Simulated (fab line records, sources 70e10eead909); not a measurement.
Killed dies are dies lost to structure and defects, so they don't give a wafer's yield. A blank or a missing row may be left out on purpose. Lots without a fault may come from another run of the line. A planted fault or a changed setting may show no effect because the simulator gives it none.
fab line records | flow nand_harc
record lots=24 wafers=72 last_day=34
route steps=1302 shown A_CONTACT@1003
lots that met no fault: from a run of the same line without faults
start_h: hours from the record's first day to the start of the lot's first wafer shown | wait_h: hours since the lot's step before | " the same as in the row above | L1.1+2: a row that stands for several wafers | - no value, or no start given | * or withheld: withheld | < > ~ a bound
route shown NAME@n: a module of which the file shows steps, and the number in the route of the first | usual: mean/standard deviation of fault-free wafers | same: alike in all rows | chamber/n: place in a boat | sites: the reading at each site | _std_site: their standard deviation | _edge_site: outer sites' mean less inner sites' | radius_mm: how far each site lies from the wafer's centre | mask NAME#n: copy n | behind: the tool/chamber that last shaped the wafer | hold: why the lot was held/for how many hours/how that ended | device: the transistor (n, p or np) that didn't switch | end of line: the same wafers' tests at the end of the route | a step without rows: its recipe alone | killed: dies lost to structure and defects at the first sort, not the wafer's yield | map: a wafer's dies, x killed, . not, _ none there
set.NAME: the setting as run; set.NAME@STEP: as run at that earlier step | model.NAME: the simulator's own value behind a step, which no gauge read
steps of the route over a sample of lots; a table a step, a row a wafer
services: from which hour (start_h, from the record's first day; less than 0 if before it) a tool's chamber was out of use, for how many hours, and why
## steps
# step NHARC_A_CONTACT_ETCH_50
# recipe target_depth_a=1210 time_s=60.5 cf4_flow_sccm=100 chf3_flow_sccm=30 ar_flow_sccm=0 rf_w=500 bias_w=200 chemistry=CF4/CHF3
# usual bias_w=200.0/0.62 drypump_motor_current_A=5.6/0.43 oes_product_au=0.949/0.024 rf_vpp_V=371.1/2.8 showerhead_plenum_p_Torr=1.59/0.078 throttle_valve_pct=16.802/0.0089
# columns lot.wafer tool chamber start_h wait_h bias_w drypump_motor_current_A oes_product_au rf_hours_counter_h rf_vpp_V showerhead_plenum_p_Torr throttle_valve_pct
L074.1 rie_diel-12 0 - - 199.5 5.3 0.966 4 372.1 1.63 16.808
L074.5 " 3 " " 201.0 6.3 0.968 - 373.5 1.64 16.810
L074.6 " 0 " " 200.0 5.3 0.976 - 373.0 1.63 16.796
L075.2 rie_diel-12 2 - - 198.6 5.1 0.937 7 365.6 1.48 16.800
L075.1 " 1 " " 199.6 5.9 0.916 8 373.8 1.65 16.803
L075.6 " 2 " " 199.8 5.1 0.935 - 367.1 1.48 16.801
L076.2 rie_diel-12 0 - - 199.9 5.3 0.969 9 372.4 1.63 16.807
L076.4 " 1 " " 200.5 5.9 0.945 9 372.8 1.65 16.789
L076.5 " 3 " " 199.3 6.3 0.992 - 371.9 1.64 16.806
L077.1 rie_diel-07 2 - - 200.0 5.9 0.976 19 371.3 1.61 16.818
L077.3 " 0 " " 199.5 5.9 0.955 16 373.5 1.67 16.799
L077.6 " 1 " " 200.6 5.5 0.975 - 366.6 1.46 16.798
L078.4 rie_diel-01 0 - - 200.0 5.1 0.930 46 373.5 1.66 16.803
L078.3 " 1 " " 200.4 6.0 0.925 48 368.2 1.54 16.800
L078.6 " 1 " " 200.0 6.0 0.920 - 369.5 1.54 16.784
L080.4 rie_diel-12 3 - - 199.4 6.3 0.946 14 373.0 1.64 16.785
L080.3 " 0 " " 199.9 5.3 0.952 12 372.5 1.63 16.789
L080.5 " 3 " " 198.2 6.3 0.960 - 372.6 1.64 16.785
L079.2 rie_diel-07 0 - - 199.2 5.9 0.897 28 373.2 1.66 16.793
L079.4 " 1 " " 199.5 5.5 0.921 24 364.7 1.46 16.800
L079.6 " 3 " " 200.3 5.8 0.930 - 373.2 1.65 16.797
L081.1 rie_diel-12 2 - - 199.6 5.1 0.942 18 367.1 1.47 16.802
L081.2 " 3 " " 200.0 6.3 0.928 18 373.4 1.64 16.792
L081.6 " 2 " " 200.5 5.1 0.926 - 367.8 1.47 16.790
L082.2 rie_diel-01 1 - - 199.3 6.0 0.956 5 369.6 1.54 16.797
L082.1 " 2 " " 199.7 5.4 0.943 3 374.8 1.70 16.792
L082.6 " 1 " " 198.9 6.0 0.951 - 369.0 1.54 16.799
L083.4 rie_diel-07 1 - - 199.9 5.4 0.930 35 366.4 1.46 16.811
L083.3 " 3 " " 200.5 5.8 0.930 41 371.9 1.64 16.814
L083.5 " 1 " " 200.8 5.5 0.929 - 367.6 1.46 16.811
L084.3 rie_diel-12 2 - - 199.0 5.1 0.937 21 368.3 1.47 16.798
L084.2 " 1 " " 201.0 5.9 0.931 22 373.3 1.65 16.811
L084.5 " 2 " " 198.8 5.0 0.956 - 367.2 1.47 16.798
L085.2 rie_diel-01 3 - - 200.0 4.9 0.944 10 367.5 1.49 16.801
L085.5 " 3 " " 199.9 5.0 0.949 - 365.8 1.49 16.804
L085.6 " 0 " " 200.0 5.1 0.973 - 372.0 1.65 16.785
L086.4 rie_diel-07 2 - - 199.6 5.9 0.922 45 372.4 1.61 16.796
L086.3 " 3 " " 200.4 5.8 0.942 42 371.8 1.64 16.800
L086.5 " 1 " " 200.3 5.5 0.933 - 367.4 1.46 16.818
L088.3 rie_diel-07 2 - - 199.7 5.9 0.940 52 371.1 1.60 16.813
L088.2 " 0 " " 199.8 5.9 0.908 52 373.4 1.66 16.811
L088.5 " 1 " " 200.6 5.5 0.922 - 367.5 1.46 16.796
L087.1 rie_diel-01 1 - - 201.0 6.0 0.932 21 370.2 1.53 16.823
L087.2 " 3 " " 199.9 4.9 0.913 18 366.8 1.48 16.795
L087.5 " 1 " " 199.5 6.0 0.928 - 370.3 1.53 16.813
L089.2 rie_diel-01 1 - - 200.0 6.0 0.947 22 368.9 1.53 16.794
L089.4 " 2 " " 200.0 5.4 0.932 16 374.0 1.70 16.798
L089.6 " 1 " " 199.9 6.0 0.945 - 370.3 1.53 16.821
L091.2 rie_diel-01 3 - - 199.2 4.9 0.973 24 368.7 1.48 16.793
L091.1 " 0 " " 200.6 5.1 0.983 27 372.3 1.65 16.805
L091.5 " 1 " " 199.4 6.0 0.973 - 367.8 1.53 16.807
L090.1 rie_diel-07 2 - - 199.6 5.9 0.923 59 371.0 1.60 16.793
L090.3 " 3 " " 200.4 5.8 0.945 56 373.1 1.64 16.808
L090.6 " 1 " " 199.8 5.5 0.929 - 365.9 1.46 16.804
L092.1 rie_diel-12 2 - - 198.1 5.1 0.988 6 366.3 1.47 16.789
L092.3 " 3 " " 200.1 6.3 0.981 4 372.4 1.64 16.806
L092.6 " 2 " " 199.7 5.0 0.989 - 367.7 1.47 16.817
L093.1 rie_diel-07 3 - - 200.3 5.8 0.968 4 372.5 1.64 16.801
L093.3 " 1 " " 200.8 5.5 0.951 6 376.8 1.70 16.803
L093.6 " 3 " " 200.6 5.8 0.973 - 372.8 1.64 16.804
L094.1 rie_diel-12 2 - - 202.0 5.1 0.988 8 367.6 1.47 16.820
L094.4 " 0 " " 199.6 5.3 0.963 7 371.4 1.63 16.803
L094.5 " 2 " " 200.1 5.1 0.989 - 366.6 1.47 16.801
L095.3 rie_diel-12 1 - - 199.8 5.9 0.938 10 373.6 1.65 16.803
L095.1 " 0 " " 200.4 5.3 0.953 9 372.0 1.63 16.808
L095.6 " 1 " " 199.9 5.9 0.933 - 373.0 1.65 16.828
L096.4 rie_diel-12 0 - - 200.9 5.3 0.963 15 372.5 1.62 16.800
L096.2 " 3 " " 199.4 6.3 0.973 13 372.8 1.63 16.810
L096.6 " 1 " " 200.3 5.9 0.978 - 371.6 1.65 16.802
L097.3 rie_diel-12 1 - - 200.5 5.9 0.983 18 373.4 1.65 16.806
L097.1 " 3 " " 200.1 6.3 0.972 14 373.3 1.63 16.814
L097.5 " 0 " " 200.3 5.3 0.970 - 372.8 1.63 16.821
# step NHARC_A_CONTACT_ETCH_111
# recipe source_w=withheld pressure_mtorr=20 bias_v=withheld time_s=140 target_depth_a=7000 ar_flow_sccm=withheld c4f8_flow_sccm=withheld o2_flow_sccm=withheld chemistry=C4F8/O2/Ar
# columns lot.wafer tool chamber start_h wait_h rf_hours_counter_h
L074.1 har_cap_etch-02 1 485.71 - 80
L074.6 " 1 " " -
L074.5 " 0 " " -
L075.1 har_cap_etch-03 0 505.15 - 40
L075.2 " 1 " " 40
L075.6 " 0 " " -
L076.2 har_cap_etch-02 0 514.34 - 86
L076.4 " 0 " " -
L076.5 " 0 " " -
L077.1 har_cap_etch-01 1 528.07 - 2
L077.3 " 0 " " -
L077.6 " 1 " " -
L078.4 har_cap_etch-03 0 528.89 - -
L078.3 " 1 " " -
L078.6 " 0 " " -
L080.4 har_cap_etch-02 1 543.47 - -
L080.3 " 0 " " -
L080.5 " 0 " " -
L079.2 har_cap_etch-01 0 554.92 - 7
L079.4 " 1 " " -
L079.6 " 0 " " -
L081.2 har_cap_etch-03 0 579.38 - 51
L081.1 " 1 " " 51
L081.6 " 0 " " -
L082.2 har_cap_etch-02 0 580.28 - 97
L082.1 " 1 " " 97
L082.6 " 0 " " -
L083.4 har_cap_etch-03 0 590.19 - -
L083.3 " 1 " " -
L083.5 " 0 " " -
L084.2 har_cap_etch-02 0 600.85 - 101
L084.3 " 1 " " -
L084.5 " 1 " " -
L085.2 har_cap_etch-03 1 604.74 - 58
L085.6 " 1 " " -
L085.5 " 0 " " -
L086.4 har_cap_etch-02 0 610.28 - -
L086.3 " 1 " " -
L086.5 " 0 " " -
L088.2 har_cap_etch-02 0 627.08 - 107
L088.3 " 0 " " -
L088.5 " 0 " " -
L087.2 har_cap_etch-03 0 631.82 - 64
L087.1 " 1 " " 64
L087.5 " 0 " " -
L089.2 har_cap_etch-02 0 632.99 - 109
L089.4 " 1 " " -
L089.6 " 1 " " -
L091.1 har_cap_etch-02 1 642.29 - 112
L091.2 " 0 " " 112
L091.5 " 0 " " -
L090.1 har_cap_etch-01 1 642.95 - 23
L090.3 " 1 " " -
L090.6 " 0 " " -
L092.1 har_cap_etch-01 1 677.79 - 28
L092.3 " 0 " " -
L092.6 " 0 " " -
L093.1 har_cap_etch-03 0 678.68 - 72
L093.3 " 0 " " -
L093.6 " 1 " " -
L094.1 har_cap_etch-02 1 689.72 - 118
L094.4 " 1 " " -
L094.5 " 1 " " -
L095.1 har_cap_etch-01 0 695.07 - 32
L095.3 " 0 " " -
L095.6 " 1 " " -
L096.2 har_cap_etch-02 0 718.22 - 124
L096.4 " 0 " " -
L096.6 " 0 " " -
L097.1 har_cap_etch-03 1 727.37 - 79
L097.3 " 0 " " -
L097.5 " 0 " " -
# step NHARC_A_CONTACT_ETCH_115
# recipe source_w=withheld pressure_mtorr=20 bias_v=3000 time_s=190 target_depth_a=18500 ar_flow_sccm=withheld c4f8_flow_sccm=withheld o2_flow_sccm=withheld chemistry=C4F8/O2/Ar
# columns lot.wafer tool chamber start_h wait_h rf_hours_counter_h
L074.1 har_cap_etch-02 1 486.43 0.1 81
L074.6 " 1 " " -
L074.5 " 0 " " -
L075.1 har_cap_etch-03 0 505.86 0.1 40
L075.2 " 1 " " 40
L075.6 " 0 " " -
L076.2 har_cap_etch-02 0 515.06 0.1 86
L076.4 " 0 " " -
L076.5 " 0 " " -
L077.1 har_cap_etch-01 1 528.78 0.1 2
L077.3 " 0 " " -
L077.6 " 1 " " -
L078.4 har_cap_etch-03 0 529.60 0.1 -
L078.3 " 1 " " -
L078.6 " 0 " " -
L080.4 har_cap_etch-02 1 544.27 0.1 -
L080.3 " 0 " " -
L080.5 " 0 " " -
L079.2 har_cap_etch-01 0 555.63 0.1 8
L079.4 " 1 " " -
L079.6 " 0 " " -
L081.2 har_cap_etch-03 0 580.10 0.1 52
L081.1 " 1 " " 52
L081.6 " 0 " " -
L082.2 har_cap_etch-02 0 580.99 0.1 98
L082.1 " 1 " " 98
L082.6 " 0 " " -
L083.4 har_cap_etch-03 0 590.90 0.1 -
L083.3 " 1 " " -
L083.5 " 0 " " -
L084.2 har_cap_etch-02 0 601.56 0.1 102
L084.3 " 1 " " -
L084.5 " 1 " " -
L085.2 har_cap_etch-03 1 605.70 0.2 58
L085.6 " 1 " " -
L085.5 " 0 " " -
L086.4 har_cap_etch-02 0 610.98 0.1 -
L086.3 " 1 " " -
L086.5 " 0 " " -
L088.2 har_cap_etch-02 0 627.80 0.1 108
L088.3 " 0 " " -
L088.5 " 0 " " -
L087.2 har_cap_etch-03 0 632.53 0.1 64
L087.1 " 1 " " 64
L087.5 " 0 " " -
L089.2 har_cap_etch-02 0 633.71 0.1 110
L089.4 " 1 " " -
L089.6 " 1 " " -
L091.1 har_cap_etch-02 1 643.01 0.1 112
L091.2 " 0 " " 112
L091.5 " 0 " " -
L090.1 har_cap_etch-01 1 643.66 0.1 23
L090.3 " 1 " " -
L090.6 " 0 " " -
L092.1 har_cap_etch-01 1 678.51 0.1 28
L092.3 " 0 " " -
L092.6 " 0 " " -
L093.1 har_cap_etch-03 0 679.63 0.2 73
L093.3 " 0 " " -
L093.6 " 1 " " -
L094.1 har_cap_etch-02 1 690.67 0.2 119
L094.4 " 1 " " -
L094.5 " 1 " " -
L095.1 har_cap_etch-01 0 695.79 0.1 32
L095.3 " 0 " " -
L095.6 " 1 " " -
L096.2 har_cap_etch-02 0 718.93 0.1 124
L096.4 " 0 " " -
L096.6 " 0 " " -
L097.1 har_cap_etch-03 1 728.08 0.1 80
L097.3 " 0 " " -
L097.5 " 0 " " -
# step NHARC_A_CONTACT_DESCUM_74
# recipe time_s=3 o2_flow_sccm=200 ar_flow_sccm=0 bias_power_w=0 chemistry=O2
# usual drypump_motor_current_A=5.6/0.44 oes_product_au=0.997/0.011 rf_vpp_V=57.9/1 showerhead_plenum_p_Torr=1.95/0.094 throttle_valve_pct=11.311/0.0089
# columns lot.wafer tool chamber start_h wait_h drypump_motor_current_A oes_product_au rf_hours_counter_h rf_vpp_V showerhead_plenum_p_Torr throttle_valve_pct
L074.1 rie_diel-12 2 496.72 0.1 5.1 1.004 5 58.8 1.79 11.300
L074.5 " 3 " " 6.3 1.011 - 58.7 2.00 11.311
L074.6 " 0 " " 5.3 0.996 - 58.3 1.99 11.313
L075.2 rie_diel-01 3 513.95 0.1 4.9 1.000 45 58.5 1.81 11.318
L075.1 " 0 " " 5.1 0.984 41 58.9 2.02 11.305
L075.6 " 1 " " 6.0 1.005 - 58.5 1.87 11.301
L076.2 rie_diel-07 2 522.73 0.1 5.9 0.993 18 56.3 1.96 11.327
L076.4 " 1 " " 5.5 0.994 18 57.2 1.77 11.292
L076.5 " 3 " " 5.8 0.997 - 58.6 2.01 11.313
L077.3 rie_diel-12 3 537.14 0.1 6.3 0.998 12 57.9 2.00 11.309
L077.1 " 2 " " 5.1 0.997 11 58.3 1.79 11.311
L077.6 " 3 " " 6.3 0.999 - 57.8 2.00 11.316
L078.3 rie_diel-07 0 537.75 0.1 5.9 0.995 22 58.4 2.03 11.307
L078.6 " 3 " " 5.8 1.006 - 57.7 2.01 11.321
L078.4 " 2 " " 5.9 0.985 - 59.2 1.96 11.317
L080.3 rie_diel-12 0 551.83 0.1 5.3 0.990 14 56.1 1.99 11.302
L080.4 " 2 " " 5.1 0.991 14 56.7 1.79 11.315
L080.5 " 0 " " 5.3 0.988 - 59.9 1.99 11.306
L079.2 rie_diel-12 2 563.34 0.1 5.1 1.004 16 56.8 1.79 11.297
L079.4 " 3 " " 6.3 1.005 16 57.8 2.00 11.298
L079.6 " 3 " " 6.3 0.994 - 57.4 2.00 11.302
L081.1 rie_diel-12 1 587.69 0.1 5.9 0.975 19 58.5 2.01 11.303
L081.2 " 2 " " 5.1 0.998 19 56.5 1.79 11.307
L081.6 " 1 " " 5.9 0.985 - 58.2 2.01 11.310
L082.2 rie_diel-12 1 591.47 0.1 5.9 0.990 20 58.6 2.01 11.297
L082.1 " 3 " " 6.3 1.012 21 58.7 2.00 11.315
L082.6 " 1 " " 5.9 0.996 - 57.8 2.01 11.320
L083.3 rie_diel-01 0 598.48 0.1 5.1 1.015 11 59.4 2.01 11.297
L083.4 " 2 " " 5.4 0.973 8 58.7 2.07 11.309
L083.5 " 3 " " 4.9 0.992 - 57.7 1.80 11.308
L084.3 rie_diel-01 0 609.64 0.1 5.1 1.006 15 59.4 2.01 11.313
L084.2 " 1 " " 6.0 0.999 15 57.3 1.87 11.309
L084.5 " 1 " " 6.0 1.006 - 57.7 1.86 11.306
L085.2 rie_diel-12 0 613.95 0.1 5.3 0.984 23 58.4 1.99 11.325
L085.5 " 2 " " 5.1 1.013 - 57.2 1.78 11.311
L085.6 " 3 " " 6.3 1.013 - 56.6 2.00 11.303
L086.3 rie_diel-01 2 620.74 0.1 5.4 0.979 11 59.6 2.07 11.322
L086.4 " 0 " " 5.1 1.017 18 59.3 2.01 11.303
L086.5 " 2 " " 5.4 0.984 - 56.8 2.07 11.317
L088.3 rie_diel-07 3 635.65 0.2 5.8 1.019 53 59.2 2.00 11.319
L088.2 " 0 " " 5.9 0.969 55 57.7 2.02 11.297
L088.5 " 2 " " 5.9 1.006 - 57.3 1.95 11.315
L087.1 rie_diel-12 1 640.46 0.1 5.9 0.986 0 59.7 2.01 11.309
L087.2 " 0 " " 5.3 0.995 0 58.9 1.99 11.305
L087.5 " 1 " " 5.9 0.991 - 58.7 2.01 11.306
L089.2 rie_diel-12 1 643.12 0.1 5.9 0.993 1 59.8 2.01 11.317
L089.4 " 2 " " 5.1 1.010 1 57.0 1.78 11.318
L089.6 " 2 " " 5.1 1.007 - 58.6 1.78 11.327
L091.1 rie_diel-12 2 650.75 0.1 5.1 1.005 2 57.3 1.78 11.298
L091.2 " 3 " " 6.3 1.015 2 59.2 2.00 11.310
L091.5 " 0 " " 5.3 0.998 - 57.6 1.98 11.323
L090.1 rie_diel-01 2 651.55 0.2 5.4 0.966 25 58.8 2.07 11.306
L090.3 " 0 " " 5.1 1.010 32 56.6 2.01 11.310
L090.6 " 2 " " 5.4 0.979 - 57.9 2.07 11.316
L092.1 rie_diel-07 0 688.81 0.1 5.9 0.994 10 58.3 2.02 11.311
L092.3 " 1 " " 5.4 1.009 10 59.0 2.07 11.326
L092.6 " 0 " " 5.9 0.993 - 57.7 2.02 11.309
L093.3 rie_diel-12 0 689.52 0.1 5.3 1.000 8 59.1 1.98 11.300
L093.1 " 3 " " 6.3 0.992 7 57.4 1.99 11.315
L093.6 " 1 " " 6.0 0.989 - 58.8 2.01 11.306
L094.1 rie_diel-12 0 699.45 0.1 5.4 0.998 11 58.8 1.98 11.314
L094.4 " 3 " " 6.3 1.015 - 57.9 1.99 11.300
L094.5 " 1 " " 5.9 0.995 - 57.2 2.01 11.316
L095.3 rie_diel-12 1 703.60 0.1 5.9 0.996 13 57.8 2.01 11.314
L095.1 " 2 " " 5.1 1.030 11 58.2 1.78 11.331
L095.6 " 3 " " 6.3 1.007 - 57.6 1.99 11.303
L096.2 rie_diel-12 3 727.63 0.1 6.3 1.006 15 59.1 1.99 11.315
L096.4 " 0 " " 5.3 1.001 17 58.9 1.98 11.301
L096.6 " 0 " " 5.4 1.005 - 56.3 1.98 11.305
L097.3 rie_diel-12 2 736.84 0.1 5.1 0.997 17 57.8 1.78 11.315
L097.1 " 0 " " 5.3 0.998 18 59.0 1.98 11.329
L097.5 " 2 " " 5.1 1.002 - 57.9 1.78 11.307
# step NHARC_A_CONTACT_ETCH_126
# recipe source_w=withheld pressure_mtorr=20 bias_v=3000 time_s=197 target_depth_a=19180 ar_flow_sccm=withheld c4f8_flow_sccm=withheld o2_flow_sccm=withheld chemistry=C4F8/O2/Ar
# columns lot.wafer tool chamber start_h wait_h rf_hours_counter_h
L074.1 har_cap_etch-03 0 498.64 0.1 38
L074.5 " 1 " " -
L074.6 " 0 " " -
L075.1 har_cap_etch-01 0 515.97 0.1 0
L075.2 " 1 " " 0
L075.6 " 1 " " -
L076.2 har_cap_etch-02 0 524.67 0.1 88
L076.4 " 0 " " -
L076.5 " 1 " " -
L077.1 har_cap_etch-01 0 539.08 0.1 4
L077.3 " 1 " " -
L077.6 " 0 " " -
L078.4 har_cap_etch-03 0 540.09 0.1 -
L078.3 " 1 " " -
L078.6 " 1 " " -
L080.3 har_cap_etch-02 1 554.26 0.1 -
L080.4 " 0 " " -
L080.5 " 0 " " -
L079.2 har_cap_etch-02 1 565.25 0.1 96
L079.4 " 1 " " -
L079.6 " 1 " " -
L081.2 har_cap_etch-01 0 589.60 0.1 11
L081.1 " 1 " " 11
L081.6 " 1 " " -
L082.1 har_cap_etch-02 1 593.56 0.2 100
L082.2 " 0 " " 100
L082.6 " 1 " " -
L083.3 har_cap_etch-03 1 600.78 0.2 -
L083.4 " 0 " " -
L083.5 " 0 " " -
L084.2 har_cap_etch-03 0 611.89 0.1 60
L084.3 " 1 " " -
L084.5 " 0 " " -
L085.2 har_cap_etch-01 0 615.90 0.1 17
L085.6 " 1 " " -
L085.5 " 0 " " -
L086.4 har_cap_etch-03 0 622.71 0.1 -
L086.3 " 1 " " -
L086.5 " 1 " " -
L088.2 har_cap_etch-01 0 638.21 0.2 21
L088.3 " 1 " " -
L088.5 " 0 " " -
L087.1 har_cap_etch-03 1 642.46 0.1 66
L087.2 " 0 " " 66
L087.5 " 1 " " -
L089.2 har_cap_etch-03 0 645.03 0.1 68
L089.4 " 1 " " -
L089.6 " 1 " " -
L091.1 har_cap_etch-03 0 652.72 0.1 70
L091.2 " 1 " " 70
L091.5 " 0 " " -
L090.1 har_cap_etch-02 0 653.79 0.1 116
L090.3 " 0 " " -
L090.6 " 0 " " -
L092.1 har_cap_etch-01 0 690.77 0.1 30
L092.3 " 1 " " -
L092.6 " 0 " " -
L093.1 har_cap_etch-03 0 691.44 0.1 75
L093.3 " 1 " " -
L093.6 " 1 " " -
L094.1 har_cap_etch-01 0 701.68 0.1 34
L094.4 " 0 " " -
L094.5 " 0 " " -
L095.1 har_cap_etch-02 1 705.60 0.1 122
L095.3 " 1 " " -
L095.6 " 1 " " -
L096.2 har_cap_etch-02 0 729.57 0.1 126
L096.4 " 1 " " -
L096.6 " 1 " " -
L097.1 har_cap_etch-03 0 738.79 0.1 82
L097.3 " 1 " " -
L097.5 " 1 " " -
# step NHARC_A_CONTACT_ETCH_130
# recipe source_w=withheld pressure_mtorr=20 bias_v=3000 time_s=197 target_depth_a=19180 ar_flow_sccm=withheld c4f8_flow_sccm=withheld o2_flow_sccm=withheld chemistry=C4F8/O2/Ar
# columns lot.wafer tool chamber start_h wait_h rf_hours_counter_h
L074.1 har_cap_etch-03 0 499.35 0.1 39
L074.5 " 1 " " -
L074.6 " 0 " " -
L075.1 har_cap_etch-01 0 516.67 0.1 1
L075.2 " 1 " " 1
L075.6 " 1 " " -
L076.2 har_cap_etch-02 0 525.38 0.1 89
L076.4 " 0 " " -
L076.5 " 1 " " -
L077.1 har_cap_etch-01 0 539.80 0.1 5
L077.3 " 1 " " -
L077.6 " 0 " " -
L078.4 har_cap_etch-03 0 540.80 0.1 -
L078.3 " 1 " " -
L078.6 " 1 " " -
L080.3 har_cap_etch-02 1 554.96 0.1 -
L080.4 " 0 " " -
L080.5 " 0 " " -
L079.2 har_cap_etch-02 1 565.95 0.1 96
L079.4 " 1 " " -
L079.6 " 1 " " -
L081.2 har_cap_etch-01 0 590.31 0.1 12
L081.1 " 1 " " 12
L081.6 " 1 " " -
L082.1 har_cap_etch-02 1 594.44 0.1 100
L082.2 " 0 " " 100
L082.6 " 1 " " -
L083.3 har_cap_etch-03 1 601.72 0.2 -
L083.4 " 0 " " -
L083.5 " 0 " " -
L084.2 har_cap_etch-03 0 612.60 0.1 61
L084.3 " 1 " " -
L084.5 " 0 " " -
L085.2 har_cap_etch-01 0 616.61 0.1 18
L085.6 " 1 " " -
L085.5 " 0 " " -
L086.4 har_cap_etch-03 0 623.42 0.1 -
L086.3 " 1 " " -
L086.5 " 1 " " -
L088.2 har_cap_etch-01 0 639.15 0.2 22
L088.3 " 1 " " -
L088.5 " 0 " " -
L087.1 har_cap_etch-03 1 643.17 0.1 67
L087.2 " 0 " " 67
L087.5 " 1 " " -
L089.2 har_cap_etch-03 0 645.74 0.1 69
L089.4 " 1 " " -
L089.6 " 1 " " -
L091.1 har_cap_etch-03 0 653.43 0.1 70
L091.2 " 1 " " 70
L091.5 " 0 " " -
L090.1 har_cap_etch-02 0 654.50 0.1 116
L090.3 " 0 " " -
L090.6 " 0 " " -
L092.1 har_cap_etch-01 0 691.48 0.1 31
L092.3 " 1 " " -
L092.6 " 0 " " -
L093.1 har_cap_etch-03 0 692.14 0.1 76
L093.3 " 1 " " -
L093.6 " 1 " " -
L094.1 har_cap_etch-01 0 702.38 0.1 35
L094.4 " 0 " " -
L094.5 " 0 " " -
L095.1 har_cap_etch-02 1 706.31 0.1 123
L095.3 " 1 " " -
L095.6 " 1 " " -
L096.2 har_cap_etch-02 0 730.28 0.1 127
L096.4 " 1 " " -
L096.6 " 1 " " -
L097.1 har_cap_etch-03 0 739.49 0.1 82
L097.3 " 1 " " -
L097.5 " 1 " " -
## services
# columns tool chamber start_h hours kind
rie_diel-07 - 472.85 9.0 pm
rie_diel-12 3 474.38 4.0 repair
rie_diel-12 0 478.91 - clean
rie_diel-12 1 478.91 - clean
rie_diel-12 2 478.91 - clean
rie_diel-12 2 483.40 7.5 repair
har_cap_etch-01 - 497.00 17.0 pm
rie_diel-07 1 533.96 17.1 repair
rie_diel-01 - 558.53 9.0 pm
har_cap_etch-03 - 565.16 0.4 repair
rie_diel-07 3 592.66 15.5 repair
rie_diel-12 - 622.41 9.0 pm
rie_diel-07 1 627.64 3.5 repair
har_cap_etch-01 - 637.38 0.2 repair
rie_diel-12 - 640.97 1.3 repair
rie_diel-07 - 649.85 9.0 pm
rie_diel-12 0 654.26 5.0 repair
rie_diel-12 3 655.28 10.7 repair
har_cap_etch-01 - 658.40 0.5 repair
har_cap_etch-01 - 664.87 0.3 repair
rie_diel-12 2 695.17 7.1 repair
rie_diel-01 1 720.80 17.8 repair
rie_diel-01 3 727.61 5.5 repair
rie_diel-01 - 739.32 9.0 pm
## key
fault none
